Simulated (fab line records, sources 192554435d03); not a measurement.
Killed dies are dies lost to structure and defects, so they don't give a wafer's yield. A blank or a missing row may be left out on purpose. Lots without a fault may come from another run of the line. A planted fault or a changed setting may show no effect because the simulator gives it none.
One fault seen from 2 desks | flow n5_finfet | each desk has only its own numbers; what lay behind them comes last

THE METROLOGY DESK
What the gauges read, lot by lot, whatever tool the lot ran on: means of the sampled wafers that have a number. A lot is out of limits, marked OUT, if its mean lies more than 4 standard deviations from the usual mean; the brackets give that distance.
Columns: A = M13_ILD_THK at N5_BEOL_M13_THK_MEAS_01, usual 840 nm; B = V12_OVL at N5_BEOL_M13_OVL_MEAS_11, usual -5 nm; C = cd_nm at N5_BEOL_M13_CD_MEAS_28, usual 210.0 nm
lot  | first seen here | A   | B   | C
L541 | day 11 04:52    | 831 | -6  | 210.4
L542 | day 11 05:29    | 841 | -8  | 209.4
L543 | day 11 09:04    | 835 | 1   | 209.8
L544 | day 11 21:05    | 829 | -6  | 209.8
L548 | day 12 13:55    | 844 | 4   | -
L549 | day 12 18:24    | 834 | -2  | -
L550 | day 12 22:57    | 833 | 0   | 209.5
L553 | day 13 20:53    | 849 | -13 | 209.8
L554 | day 14 12:05    | 848 | -2  | 211.1
L558 | day 15 21:03    | 831 | -2  | 210.9
L557 | day 15 21:46    | 849 | -6  | 210.3
L559 | day 16 00:04    | 847 | -3  | 211.0
L561 | day 16 12:41    | 849 | 2   | 211.6
L562 | day 16 15:47    | 840 | -1  | 209.7
This desk's finding: nothing out of limits on any of the 14 lots.

THE TOOL OWNER'S DESK: litho_track-03
The tool's own readings at N5_BEOL_M13_PEB_26 (peb time 90 s): means of the sampled wafers that have a number, for each lot that ran on this tool. A lot is out of limits, marked OUT, if its mean lies more than 4 standard deviations from the usual mean; the brackets give that distance.
Columns: A = chill_plate_temp_C at N5_BEOL_M13_PEB_26, usual 22.99 C; B = exhaust_pa at N5_BEOL_M13_PEB_26, usual 44.9 Pa
lot  | first seen here | A     | B
L550 | day 13 00:35    | 23.01 | 45.3
L553 | day 13 22:01    | 22.84 | 46.0
L554 | day 14 13:31    | 23.12 | 44.8
L559 | day 16 01:35    | 22.88 | 43.4
L561 | day 16 14:05    | 23.14 | 45.3
L562 | day 16 17:07    | 22.96 | 44.7
This desk's finding: nothing out of limits on any of the 6 lots.

PUT TOGETHER
The metrology desk saw nothing out of limits.
The tool owner's desk saw nothing out of limits.

WHAT THE SIMULATOR HAD PUT IN
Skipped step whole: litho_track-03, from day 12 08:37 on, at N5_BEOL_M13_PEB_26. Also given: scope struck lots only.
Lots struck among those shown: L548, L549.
